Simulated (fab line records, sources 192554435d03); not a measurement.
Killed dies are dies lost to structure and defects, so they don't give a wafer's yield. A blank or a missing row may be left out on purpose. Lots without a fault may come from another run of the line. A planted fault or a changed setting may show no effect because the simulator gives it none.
fab line records | flow n5_finfet
record lots=5 wafers=14 last_day=19
route steps=1938 shown BEOL_M1@782 BEOL_M4@1111 PASSIVATION@1936
lots that met no fault: from a run of the same line without faults
start_h: hours from the record's first day to the start of the lot's first wafer shown | wait_h: hours since the lot's step before | " the same as in the row above | L1.1+2: a row that stands for several wafers | - no value, or no start given | * or withheld: withheld | < > ~ a bound
route shown NAME@n: a module of which the file shows steps, and the number in the route of the first | usual: mean/standard deviation of fault-free wafers | same: alike in all rows | chamber/n: place in a boat | sites: the reading at each site | _std_site: their standard deviation | _edge_site: outer sites' mean less inner sites' | radius_mm: how far each site lies from the wafer's centre | mask NAME#n: copy n | behind: the tool/chamber that last shaped the wafer | hold: why the lot was held/for how many hours/how that ended | device: the transistor (n, p or np) that didn't switch | end of line: the same wafers' tests at the end of the route | a step without rows: its recipe alone | killed: dies lost to structure and defects at the first sort, not the wafer's yield | map: a wafer's dies, x killed, . not, _ none there
set.NAME: the setting as run; set.NAME@STEP: as run at that earlier step | model.NAME: the simulator's own value behind a step, which no gauge read
lots at some steps of the route; a table a step, a row a wafer
services: from which hour (start_h, from the record's first day; less than 0 if before it) a tool's chamber was out of use, for how many hours, and why
## steps
# step N5_BEOL_M1_SOFTBAKE_23
# recipe temp_c=110 time_s=60 resist=CAR-EUV
# step N5_BEOL_M1_EXPOSE_25
# recipe mask_id=V0 na=0.33 source_shape=quasar sigma_inner=0.2 sigma_outer=0.8 polarization=unpolarized defocus_nm=5 target_cd_nm=24 dose_mj=63
# step N5_BEOL_M1_PEB_26
# recipe peb_temp_c=100 peb_time_s=60 resist=CAR-EUV
# step N5_BEOL_M1_DEVELOP_27
# recipe develop_time_s=30 developer=TMAH resist=CAR-EUV rinse_liquid=surfactant_rinse dry=air_spin dev_temp_c=23
# step N5_BEOL_M1_CD_MEAS_28
# recipe landing_energy_ev=500 detector=se_inlens target_cd_y_nm=23.3
# usual cd_nm=24.00/0.25
# columns lot.wafer tool chamber start_h wait_h cd_nm
L144.4 cd_sem-03 0 197.88 - 24.25
L144.6 " 0 " " 24.49
L147.2 cd_sem-01 0 220.73 - 23.76
L147.4 " 0 " " 24.32
L147.5 " 0 " " 23.96
L153.4 cd_sem-03 0 251.86 - 23.81
L153.5 " 0 " " 24.06
L153.6 " 0 " " 24.06
L154.3 cd_sem-03 0 259.13 - 24.20
L154.4 " 0 " " 23.98
L154.5 " 0 " " 24.22
L155.2 cd_sem-03 0 261.51 - 23.84
L155.4 " 0 " " 23.79
L155.6 " 0 " " 24.02
# step N5_BEOL_M1_OVL_MEAS_29
# recipe points_per_wafer=522
# usual V0_OVL=0.1/0.61
# columns lot.wafer tool chamber start_h wait_h V0_OVL[nm]
L144.4 overlay-01 0 197.92 0.0 -1.9
L144.6 " 0 " " -1.4
L147.2 overlay-02 0 220.76 0.0 1.2
L147.4 " 0 " " 0.8
L147.5 " 0 " " 0.6
L153.4 overlay-01 0 251.91 0.0 0.1
L153.5 " 0 " " 0.7
L153.6 " 0 " " 0.0
L154.3 overlay-02 0 259.17 0.0 -0.3
L154.4 " 0 " " 0.4
L154.5 " 0 " " 0.0
L155.2 overlay-02 0 261.54 0.0 0.4
L155.4 " 0 " " 0.5
L155.6 " 0 " " 1.2
# step N5_BEOL_M1_INSPECT_30
# recipe mode=adi inspect_instrument=brightfield
# usual raw_defect_count=379/95
# columns lot.wafer tool chamber start_h wait_h raw_defect_count
L144.4 defect_inspect-02 - 197.96 0.0 342
L144.6 " - " " 467
L147.2 defect_inspect-02 - 221.12 0.4 313
L147.4 " - " " 477
L147.5 " - " " 286
L153.4 defect_inspect-01 - 251.95 0.0 309
L153.5 " - " " 394
L153.6 " - " " 367
L154.3 defect_inspect-01 - 259.22 0.0 558
L154.4 " - " " 608
L154.5 " - " " 793
L155.2 defect_inspect-02 - 261.59 0.0 361
L155.4 " - " " 328
L155.6 " - " " 334
# step N5_BEOL_M1_DESCUM_33
# recipe chemistry=O2 time_s=7 source_power_w=50 bias_power_w=20 pressure_mtorr=20 rf_frequency_hz=2.712e+07 temp_c=40 resist=CAR-EUV o2_flow_sccm=225
# usual drypump_motor_current_A=6.0/0.46 oes_product_au=0.75/0.072 rf_fwd_power_W=49.41/0.24 rf_vpp_V=242.6/1.6 showerhead_plenum_p_Torr=2.07/0.087 temp_c=40.01/0.1 throttle_valve_pct=20.57/0.25
# columns lot.wafer tool chamber start_h wait_h drypump_motor_current_A oes_product_au rf_fwd_power_W rf_hours_counter_h rf_vpp_V showerhead_plenum_p_Torr temp_c throttle_valve_pct
L144.4 rie_diel-06 2 198.01 0.0 5.6 0.73 49.41 - 244.3 2.17 39.92 20.51
L144.6 " 3 " " 6.7 0.70 49.39 - 241.2 1.97 39.81 20.62
L147.2 rie_diel-06 3 221.17 0.0 6.6 0.71 49.38 236 241.3 1.97 39.98 20.64
L147.4 " 1 " " 6.0 0.78 49.42 125 240.4 1.93 39.97 20.29
L147.5 " 0 " " 6.0 0.98 49.15 - 242.3 2.06 39.86 20.08
L153.4 rie_diel-01 0 252.00 0.0 5.9 0.72 49.47 217 243.4 2.07 39.91 20.86
L153.5 " 3 " " 6.3 0.68 49.64 - 242.6 2.06 40.09 20.54
L153.6 " 0 " " 5.9 0.72 49.22 - 241.7 2.07 40.04 20.84
L154.3 rie_diel-06 1 259.25 0.0 6.0 0.77 49.49 135 239.6 1.93 39.93 20.30
L154.4 " 2 " " 5.6 0.71 49.44 187 242.7 2.17 39.87 20.55
L154.5 " 1 " " 6.0 0.78 49.65 - 241.0 1.93 39.88 20.31
L155.2 rie_diel-01 0 261.63 0.0 5.9 0.73 48.78 219 241.5 2.06 40.09 20.85
L155.4 " 2 " " 5.4 0.75 49.26 127 244.4 2.12 40.07 20.55
L155.6 " 3 " " 6.3 0.67 49.56 - 241.4 2.06 40.18 20.55
# step N5_BEOL_M1_ETCH_77
# recipe chemistry=N2/H2 target=underlayer target_depth_a=65 mask_material=CAR-EUV time_s=5.2 ion_energy_ev=200 pressure_mtorr=30 source_w=840 bias_w=150 n2_flow_sccm=200 h2_flow_sccm=200 ends=cleared
# usual drypump_motor_current_A=6.0/0.46 etch_rf_on_time_s=5.31/0.081 oes_product_au=0.64/0.063 rf_fwd_power_W=819.6/2.4 rf_vpp_V=523/3.2 showerhead_plenum_p_Torr=2.51/0.097 throttle_valve_pct=17.97/0.28
# columns lot.wafer tool chamber start_h wait_h drypump_motor_current_A etch_rf_on_time_s oes_product_au rf_fwd_power_W rf_hours_counter_h rf_vpp_V showerhead_plenum_p_Torr throttle_valve_pct
L144.4 rie_diel-06 2 198.04 0.0 5.6 5.49 0.61 823.4 - 525 2.64 17.94
L144.6 " 3 " " 6.7 5.34 0.58 822.7 - 518 2.42 18.20
L147.2 rie_diel-06 3 221.20 0.0 6.6 5.41 0.58 817.3 236 521 2.41 18.21
L147.4 " 1 " " 6.0 5.24 0.67 820.3 125 520 2.35 17.69
L147.5 " 0 " " 6.0 5.24 0.83 817.5 - 523 2.50 17.32
L153.4 rie_diel-01 0 252.03 0.0 5.9 5.32 0.61 817.6 217 523 2.51 18.26
L153.5 " 3 " " 6.3 5.39 0.57 816.7 - 523 2.51 18.07
L153.6 " 0 " " 5.9 5.31 0.61 815.2 - 523 2.51 18.25
L154.3 rie_diel-06 1 259.29 0.0 6.0 5.23 0.66 820.8 135 520 2.35 17.73
L154.4 " 2 " " 5.6 5.46 0.59 822.7 187 526 2.63 17.97
L154.5 " 1 " " 6.0 5.29 0.65 816.4 - 516 2.35 17.73
L155.2 rie_diel-01 0 261.66 0.0 5.9 5.36 0.60 817.2 219 524 2.51 18.29
L155.4 " 2 " " 5.4 5.34 0.63 811.1 127 524 2.56 17.92
L155.6 " 3 " " 6.3 5.44 0.56 821.4 - 523 2.50 18.06
# step N5_BEOL_M1_ETCH_69
# recipe chemistry=CF4 target=SiARC target_depth_a=156 mask_material=CAR-EUV time_s=26 ion_energy_ev=80 pressure_mtorr=40 source_w=545 bias_w=36 Ar_flow_sccm=100 cf4_flow_sccm=100 ends=cleared
# usual drypump_motor_current_A=6.0/0.45 etch_rf_on_time_s=26.4/0.42 oes_product_au=0.64/0.062 rf_fwd_power_W=531.9/2 rf_vpp_V=183.8/1.3 showerhead_plenum_p_Torr=2.11/0.083 throttle_valve_pct=15.71/0.29
# columns lot.wafer tool chamber start_h wait_h drypump_motor_current_A etch_rf_on_time_s oes_product_au rf_fwd_power_W rf_hours_counter_h rf_vpp_V showerhead_plenum_p_Torr throttle_valve_pct
L144.4 rie_diel-06 2 198.08 0.0 5.6 27.4 0.61 538.3 - 186.6 2.23 15.72
L144.6 " 3 " " 6.7 26.7 0.59 529.6 - 183.0 2.01 15.82
L147.2 rie_diel-06 3 221.22 0.0 6.7 26.9 0.59 530.4 236 181.5 2.01 15.83
L147.4 " 1 " " 6.0 26.6 0.67 529.9 125 181.9 1.98 15.43
L147.5 " 0 " " 6.0 26.1 0.85 526.7 - 183.7 2.11 15.21
L153.4 rie_diel-01 0 252.05 0.0 5.9 25.8 0.62 529.4 217 184.0 2.13 16.05
L153.5 " 3 " " 6.3 25.9 0.58 530.0 - 183.6 2.11 15.75
L153.6 " 0 " " 5.8 25.6 0.62 530.2 - 183.2 2.13 16.05
L154.3 rie_diel-06 1 259.30 0.0 6.0 26.3 0.66 532.0 135 181.1 1.97 15.47
L154.4 " 2 " " 5.6 27.1 0.61 535.5 187 185.2 2.22 15.77
L154.5 " 1 " " 6.0 26.4 0.65 530.7 - 181.5 1.97 15.47
L155.2 rie_diel-01 0 261.68 0.0 5.9 26.4 0.60 530.9 219 183.4 2.13 16.05
L155.4 " 2 " " 5.4 26.4 0.63 532.5 127 184.9 2.15 15.60
L155.6 " 3 " " 6.3 26.7 0.58 532.1 - 184.2 2.11 15.76
# step N5_BEOL_M1_ALD_98
# recipe material=SiO2 target_thk_a=25 temp_c=100 ald_precursor_family=BDEAS ald_co_reactant=O2-plasma pulse_time_s=1 co_reactant_pulse_time_s=1 purge_time_s=2 co_reactant_purge_time_s=2 ald_cycles=17 pressure_torr=2
# usual heater_power_w=77/5.4 precursor_pulse_height_rel=1.000/0.019
# columns lot.wafer tool chamber start_h wait_h heater_power_w precursor_pulse_height_rel
L144.4 ald_sin-01 2 198.36 0.2 85 1.022
L144.6 " 1 " " 75 0.993
L147.2 ald_sin-03 3 221.40 0.2 88 0.988
L147.4 " 0 " " 73 1.006
L147.5 " 0 " " 72 0.978
L153.4 ald_sin-01 1 252.24 0.2 76 1.026
L153.5 " 3 " " 77 0.981
L153.6 " 2 " " 85 1.008
L154.3 ald_sin-01 0 259.38 0.1 71 1.007
L154.4 " 1 " " 76 0.991
L154.5 " 2 " " 86 1.018
L155.2 ald_sin-03 3 261.76 0.1 86 1.018
L155.4 " 2 " " 73 0.985
L155.6 " 0 " " 72 1.025
# step N5_BEOL_M1_ETCHBACK_99
# recipe chemistry=CHF3 target=SiO2 target_depth_a=50 time_s=10.4 source_w=215 bias_w=47 Ar_flow_sccm=200 CHF3_flow_sccm=12 ion_energy_ev=100 pressure_mtorr=30
# usual CHF3_flow_sccm=12.01/0.041 drypump_motor_current_A=6.0/0.45 oes_f_703_au=0.74/0.066 oes_product_au=0.74/0.069 rf_fwd_power_W=212.4/0.95 rf_vpp_V=241/3.1 showerhead_plenum_p_Torr=2.12/0.088 throttle_valve_pct=17.19/0.25
# columns lot.wafer tool chamber start_h wait_h CHF3_flow_sccm drypump_motor_current_A oes_f_703_au oes_product_au rf_fwd_power_W rf_hours_counter_h rf_vpp_V showerhead_plenum_p_Torr throttle_valve_pct
L144.4 rie_diel-02 2 201.04 2.6 11.95 6.6 0.78 0.77 212.4 - 237 2.00 17.14
L144.6 " 3 " " 12.03 6.2 0.72 0.70 212.9 - 237 2.05 17.45
L147.2 rie_diel-01 0 223.50 2.1 12.02 5.9 0.71 0.72 211.3 207 243 2.12 17.39
L147.4 " 1 " " 11.99 5.5 0.70 0.69 212.2 222 243 2.12 17.62
L147.5 " 3 " " 11.92 6.3 0.69 0.68 213.6 - 236 2.13 17.18
L153.4 rie_diel-01 0 259.11 6.8 11.98 5.9 0.70 0.71 209.4 218 241 2.12 17.41
L153.5 " 3 " " 12.00 6.3 0.68 0.68 213.1 - 238 2.12 17.20
L153.6 " 0 " " 12.08 5.9 0.71 0.72 210.2 - 244 2.12 17.41
L154.3 rie_diel-01 3 267.82 8.4 12.04 6.3 0.68 0.67 212.2 248 236 2.12 17.21
L154.4 " 1 " " 12.06 5.5 0.69 0.68 212.4 235 244 2.12 17.64
L154.5 " 0 " " 11.99 5.9 0.70 0.71 211.7 - 243 2.12 17.42
L155.2 rie_diel-02 1 269.20 7.4 12.02 5.6 0.72 0.73 213.0 181 245 2.23 17.12
L155.4 " 0 " " 12.02 6.7 0.89 0.89 211.8 31 239 2.29 16.65
L155.6 " 1 " " 11.97 5.5 0.72 0.72 213.2 - 245 2.23 17.10
# step N5_BEOL_M1_ETCH_70
# recipe chemistry=N2/H2 target=SOC target_depth_a=800 overetch_a=160 mask_material=SiARC temp_c=40 time_s=120 ion_energy_ev=200 pressure_mtorr=30 source_w=840 bias_w=150 n2_flow_sccm=200 h2_flow_sccm=200
# usual drypump_motor_current_A=6.0/0.45 oes_product_au=0.58/0.051 rf_fwd_power_W=835.5/2.9 rf_vpp_V=522.9/2.9 run_length_s=143.3/0.56 showerhead_plenum_p_Torr=2.51/0.1 temp_c=39.99/0.11 throttle_valve_pct=17.96/0.28
# columns lot.wafer tool chamber start_h wait_h drypump_motor_current_A oes_product_au rf_fwd_power_W rf_hours_counter_h rf_vpp_V run_length_s showerhead_plenum_p_Torr temp_c throttle_valve_pct model.SiARC_of_BEOL_M1_COAT_68.thk_nm
L144.4 rie_diel-02 2 201.10 0.0 6.7 0.54 838.6 - 517.7 173.8 2.35 40.00 17.88 5
L144.6 " 3 " " 6.2 0.55 831.5 - 520.2 142.4 2.43 39.89 18.32 6.4
L147.2 rie_diel-01 0 223.53 0.0 5.9 0.55 831.8 207 523.8 143.6 2.52 40.04 18.21 6.4
L147.4 " 1 " " 5.5 0.53 838.4 222 522.8 143.6 2.51 39.97 18.31 6.4
L147.5 " 3 " " 6.3 0.53 835.1 - 523.3 143.8 2.51 39.90 18.01 6.6
L153.4 rie_diel-01 0 259.15 0.0 5.9 0.55 836.7 218 523.4 144.0 2.51 39.90 18.24 6.4
L153.5 " 3 " " 6.2 0.52 835.8 - 523.5 144.2 2.51 40.12 18.01 6.6
L153.6 " 0 " " 5.9 0.55 832.9 - 524.1 143.8 2.51 39.83 18.22 6.4
L154.3 rie_diel-01 3 267.85 0.0 6.3 0.53 839.5 248 522.2 144.1 2.51 40.02 18.03 6.6
L154.4 " 1 " " 5.6 0.53 837.5 235 523.6 143.5 2.51 39.99 18.33 6.4
L154.5 " 0 " " 5.9 0.54 831.0 - 523.2 143.7 2.51 40.12 18.23 6.6
L155.2 rie_diel-02 1 269.24 0.0 5.6 0.56 838.1 181 526.3 143.0 2.63 39.94 17.80 6.4
L155.4 " 0 " " 6.7 0.69 837.1 31 527.3 143.7 2.68 40.09 17.35 6.4
L155.6 " 1 " " 5.6 0.56 839.7 - 527.2 143.1 2.63 40.00 17.77 6.4
# step N5_BEOL_M1_STRIP_71
# recipe chemistry=N2/H2 temp_c=40 n2_flow_sccm=200 h2_flow_sccm=200 rf_frequency_hz=6e+07
# step N5_BEOL_M1_STRIP_78
# recipe chemistry=N2/H2 temp_c=40 n2_flow_sccm=200 h2_flow_sccm=200 rf_frequency_hz=6e+07
# step N5_BEOL_M1_VIA_ETCH_34
# recipe chemistry=C4F6/O2 target_depth_a=678 mask_material=SOC pressure_mtorr=15 ion_energy_ev=250 taper_deg=4 time_s=64.4 source_w=350 bias_w=170 Ar_flow_sccm=300 C4F6_flow_sccm=10 O2_flow_sccm=10
# usual C4F6_flow_sccm=10.00/0.034 O2_flow_sccm=9.998/0.028 drypump_motor_current_A=6.0/0.45 oes_f_703_au=0.75/0.067 oes_product_au=0.74/0.069 rf_fwd_power_W=346.8/1.4 rf_vpp_V=667/7.6 run_length_s=87.7/0.53 showerhead_plenum_p_Torr=2.80/0.11 throttle_valve_pct=30.89/0.25
# columns lot.wafer tool chamber start_h wait_h C4F6_flow_sccm O2_flow_sccm drypump_motor_current_A oes_f_703_au oes_product_au rf_fwd_power_W rf_hours_counter_h rf_vpp_V run_length_s showerhead_plenum_p_Torr throttle_valve_pct model.BEOL_M1.cd_nm
L144.4 rie_diel-02 2 201.18 0.0 10.03 9.984 6.6 0.79 0.77 345.4 - 661 87.6 2.65 30.89 18.4
L144.6 " 3 " " 9.99 10.039 6.2 0.72 0.71 346.5 - 660 86.6 2.71 31.26 17.6
L147.2 rie_diel-01 0 223.63 0.0 10.00 10.009 5.9 0.72 0.71 343.4 207 671 88.4 2.80 31.15 17.6
L147.4 " 1 " " 10.02 9.976 5.6 0.70 0.69 347.0 222 673 87.7 2.80 31.20 18.6
L147.5 " 3 " " 9.97 10.002 6.3 0.69 0.68 345.7 - 654 88.2 2.81 30.88 18
L153.4 rie_diel-01 0 259.25 0.0 10.01 9.984 5.9 0.71 0.71 343.7 218 672 87.8 2.80 31.16 17.8
L153.5 " 3 " " 9.99 9.984 6.3 0.68 0.66 347.0 - 654 88.7 2.80 30.91 18.2
L153.6 " 0 " " 9.96 10.015 5.9 0.70 0.70 343.4 - 671 88.1 2.80 31.16 18
L154.3 rie_diel-01 3 267.95 0.0 9.98 9.975 6.3 0.68 0.68 350.9 248 654 88.1 2.80 30.89 18
L154.4 " 1 " " 9.99 10.065 5.5 0.69 0.68 348.0 235 671 87.7 2.80 31.22 18.4
L154.5 " 0 " " 9.99 10.037 5.8 0.70 0.70 343.8 - 670 87.8 2.79 31.16 17.8
L155.2 rie_diel-02 1 269.34 0.0 9.95 9.984 5.5 0.72 0.73 346.4 181 673 87.3 2.95 30.80 17.4
L155.4 " 0 " " 10.04 10.021 6.7 0.89 0.89 346.5 31 663 88.2 3.02 30.59 17.4
L155.6 " 1 " " 10.00 9.997 5.5 0.72 0.73 347.5 - 675 87.7 2.95 30.78 17.4
# step N5_BEOL_M1_STRIP_83
# recipe chemistry=C4F6/O2 resist=SiARC rf_frequency_hz=6e+07
# step N5_BEOL_M4_RC_MEAS_101
# usual DIBL_N=36.4/1.9 DIBL_P=35.8/2.1 IOFF_N=0.158/0.029 IOFF_P=0.21/0.035 ION_N=676/14 ION_P=465/9.7 SS_N=71.5/0.66 SS_P=73.4/0.7 VT_N=249.8/3 VT_P=-250/3.3
# columns lot.wafer tool chamber start_h wait_h DIBL_N[mV/V] DIBL_P[mV/V] IOFF_N[nA/um] IOFF_P[nA/um] ION_N[uA/um] ION_P[uA/um] SS_N[mV/dec] SS_P[mV/dec] VT_N[mV] VT_P[mV]
L144.4 prober-02 0 277.38 0.5 35.3 34.5 0.131 0.16 649 447 70.8 72.5 250.8 -253
L144.6 " 0 " " 39.3 40.4 0.196 0.23 667 460 72.1 74.7 249.1 -250
L147.2 prober-02 0 282.90 0.2 35.9 34.9 0.151 0.19 669 455 72.1 73.4 251.3 -253
L147.4 " 0 " " 36.2 34.9 0.159 0.19 688 460 71.7 73.7 248.0 -254
L147.5 " 0 " " 38.4 37.4 0.201 0.23 692 465 72.4 73.8 245.1 -250
L153.4 prober-01 0 329.50 0.5 37.9 38.4 0.179 0.25 670 466 71.5 73.8 248.2 -248
L153.5 " 0 " " 35.1 34.9 0.138 0.20 677 472 71.1 73.2 250.4 -248
L153.6 " 0 " " 35.4 35.2 0.138 0.21 687 477 71.3 72.8 249.3 -250
L154.3 prober-02 0 335.27 0.3 35.2 35.4 0.131 0.19 658 457 71.8 72.9 253.3 -247
L154.4 " 0 " " 37.7 38.9 0.171 0.24 683 468 71.9 73.7 248.1 -248
L154.5 " 0 " " 38.3 38.9 0.191 0.24 697 476 72.5 74.6 246.9 -248
L155.2 prober-01 0 346.27 0.2 30.9 29.8 0.100 0.14 672 468 70.3 71.4 256.7 -255
L155.4 " 0 " " 33.5 33.8 0.132 0.19 672 464 71.7 73.2 251.4 -251
L155.6 " 0 " " 33.1 33.7 0.130 0.18 678 471 71.8 72.7 251.7 -250
# step N5_PASSIVATION_PROBE_49
# usual defect_limited_yield=91.3/1.3 killed_at_M0_to_M3=34/9.1 killed_at_M4_up=14/5.6 killed_at_contacts=13/5.9 killed_at_front_end=39/11 killed_at_other=3.6/3 killed_dies=102/16 killed_open=68/12 killed_short=33/7.3 sort_bin_5_function=5.2/0.89 sort_bin_6_memory=3.2/0.68 sort_n_pass=1078/16 sort_yield_pct=91.3/1.3
# same gross_dies=1180 killed_at_back_side=0 sort_bin_4_leakage[%]=0 sort_bin_8_speed[%]=0
# columns lot.wafer tool chamber start_h wait_h defect_limited_yield[%] killed_at_M0_to_M3 killed_at_M4_up killed_at_contacts killed_at_front_end killed_at_other killed_dies killed_open killed_short sort_bin_5_function[%] sort_bin_6_memory[%] sort_n_pass sort_yield_pct[%]
L147.2 prober-02 - 385.18 0.1 92.1 27 10 15 39 2 93 67 26 4.9 2.7 1087 92.1
L147.4 prober-02 - 385.28 0.2 91.3 41 12 16 34 0 103 66 37 5.8 2.7 1077 91.3
L147.5 prober-02 - 385.33 0.2 90.5 43 11 22 34 2 112 76 35 5.3 3.6 1068 90.5
L154.3 prober-01 - 451.04 0.1 90.6 43 16 16 34 2 111 70 39 5.3 3.3 1069 90.6
L154.4 prober-01 - 451.09 0.2 90.4 36 17 8 47 5 113 66 47 5.7 3.5 1067 90.4
L154.5 prober-01 - 451.14 0.2 90.7 46 14 9 35 6 110 73 33 5.5 3.6 1070 90.7
# killed by level:class
L147.2 MOL_CONTACT_COAG:geometric_particle:open=13 STI_FIN_REVEAL:geometric_particle:open=9 GATE_CUT:geometric_particle:short=8 BEOL_M1:geometric_particle:open=8 BEOL_M2:geometric_particle:open=7 FIN_SAQP:geometric_particle:open=6 BEOL_M3:geometric_particle:open=5 GATE_CUT:geometric_particle:open=4
L147.4 BEOL_M0_SAQP:geometric_particle:short=12 MOL_CONTACT_COAG:geometric_particle:open=12 BEOL_M0_SAQP:geometric_particle:open=10 FIN_SAQP:geometric_particle:short=9 STI_FIN_REVEAL:geometric_particle:open=9 BEOL_M2:geometric_particle:open=8 MOL_CONTACT_COAG:geometric_particle:short=4 DUMMY_GATE:geometric_particle:open=4
L147.5 MOL_CONTACT_COAG:geometric_particle:open=17 BEOL_M0_SAQP:geometric_particle:open=14 STI_FIN_REVEAL:geometric_particle:open=12 BEOL_M0_SAQP:geometric_particle:short=10 BEOL_M2:geometric_particle:open=9 DUMMY_GATE:geometric_particle:open=7 BEOL_M5:geometric_particle:open=6 MOL_CONTACT_COAG:geometric_particle:short=5
L154.3 GATE_CUT:geometric_particle:short=11 MOL_CONTACT_COAG:geometric_particle:open=11 GATE_CUT:geometric_particle:open=10 BEOL_M0_SAQP:geometric_particle:short=10 BEOL_M2:geometric_particle:open=10 BEOL_M3:geometric_particle:open=10 BEOL_M5:geometric_particle:open=6 MOL_CONTACT_COAG:geometric_particle:short=5
L154.4 BEOL_M4:geometric_particle:open=9 BEOL_M0_SAQP:geometric_particle:short=8 STI_FIN_REVEAL:geometric_particle:open=8 GATE_CUT:geometric_particle:short=8 BEOL_M0_SAQP:geometric_particle:open=8 BEOL_M1:geometric_particle:open=7 DUMMY_GATE:geometric_particle:open=6 MOL_CONTACT_COAG:geometric_particle:open=6
L154.5 BEOL_M2:geometric_particle:open=11 DUMMY_GATE:geometric_particle:open=8 BEOL_M3:geometric_particle:open=8 MOL_CONTACT_COAG:geometric_particle:open=7 BEOL_M0_SAQP:geometric_particle:open=7 BEOL_M0_SAQP:geometric_particle:short=7 BEOL_M1:geometric_particle:open=7 BEOL_M4:geometric_particle:open=6
## services
# columns tool chamber start_h hours kind
ald_sin-03 3 177.57 7.6 repair
ald_sin-01 - 178.88 14.0 pm
ald_sin-01 0 178.88 14.0 vent_cycle
ald_sin-01 1 178.88 14.0 vent_cycle
ald_sin-01 2 178.88 14.0 vent_cycle
ald_sin-01 3 178.88 14.0 vent_cycle
rie_diel-06 0 189.62 - clean
rie_diel-06 0 189.62 - consumable_replace:focus_ring
rie_diel-06 0 189.62 19.5 scheduled_down
rie_diel-06 0 189.62 19.5 vent_cycle
ald_sin-01 0 192.88 - clean
ald_sin-01 1 192.88 - clean
ald_sin-01 2 192.88 - clean
ald_sin-01 3 192.88 - clean
rie_diel-02 0 199.21 4.1 repair
ald_sin-01 - 210.40 4.3 pm
rie_diel-06 - 227.86 0.3 repair
rie_diel-02 3 237.17 2.9 repair
ald_sin-03 - 243.11 5.7 repair
## key
first_sign step=N5_BEOL_M1_ETCH_70 reading=run_length_s direction=up sigmas=55 usual=* struck=*
effect none on later readings
model_effect step=N5_BEOL_M1_ETCH_70 value=SiARC_of_BEOL_M1_COAT_68.thk_nm without=6.4 struck=5
model_effect step=N5_BEOL_M1_VIA_ETCH_34 value=BEOL_M1.cd_nm without=17.8 struck=18.4
met_at N5_BEOL_M1_ETCH_70
struck_wafers L144.4
fault kind=process_parameter_drift tool=rie_diel-02 chamber=- onset_h=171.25 steps=N5_BEOL_M1_ETCH_70 channel=time_s offset=* shape=step end_h=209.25 scope=struck_wafers_only acts_in=* stated=*
